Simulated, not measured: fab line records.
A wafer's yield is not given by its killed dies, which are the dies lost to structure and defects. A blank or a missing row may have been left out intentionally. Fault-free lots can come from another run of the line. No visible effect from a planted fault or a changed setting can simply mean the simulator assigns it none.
Matching of chambers + flow n5 finfet + 4 sister chambers for N5_BEOL_M4_CMP_52 on cmp-03
The step polishes, stops on SiOC, t overpolish 6.8 s, target thk 40 nm. 4 wafers are shown with their chamber, then 8 later ones without.

EACH WAFER AND ITS CHAMBER
| wafer  | chamber | motor current A (A) |
|--------|---------|---------------------|
| L092.1 | 2       | 5.5                 |
| L092.4 | 1       | 5.4                 |
| L092.5 | 3       | 6.2                 |
| L093.1 | 0       | 5.6                 |

WAFERS WITHOUT THEIR CHAMBER
| wafer  | motor current A (A) |
|--------|---------------------|
| L093.4 | 6.6                 |
| L093.6 | 6.4                 |
| L095.2 | 5.6                 |
| L095.4 | 5.4                 |
| L095.5 | 5.9                 |
| L097.2 | 6.1                 |
| L097.3 | 5.5                 |
| L097.5 | 5.2                 |

WHICH CHAMBER EACH WENT THROUGH
| wafer  | from the rows above               | in truth |
|--------|-----------------------------------|----------|
| L093.4 | 3                                 | 3        |
| L093.6 | 3                                 | 3        |
| L095.2 | can't be placed: 0 or 2 or 1      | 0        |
| L095.4 | can't be placed: 1 or 2 or 0      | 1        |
| L095.5 | can't be placed: 3 or 0 or 2 or 1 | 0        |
| L097.2 | can't be placed: 3 or 0           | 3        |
| L097.3 | can't be placed: 2 or 0 or 1      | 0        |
| L097.5 | can't be placed: 1 or 2 or 0      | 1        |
Placed correctly: 2 of 8. Can't be placed from these rows: 6 (the true chamber is among the candidates in 6). Number placed wrongly: 0.
How it was worked out, from the rows above alone: a wafer's distance from a chamber is the root of the sum, over the readings, of the square of ((its reading less the chamber's mean) divided by the reading's scatter). If the next closest chamber is less than 2 further off than the closest, the wafer can't be placed; otherwise it belongs to the closest. The mean given for a chamber averages the wafers shown for that chamber. The scatter: root of mean squared gap, hidden wafer to nearest shown wafer, with one shown wafer a chamber.
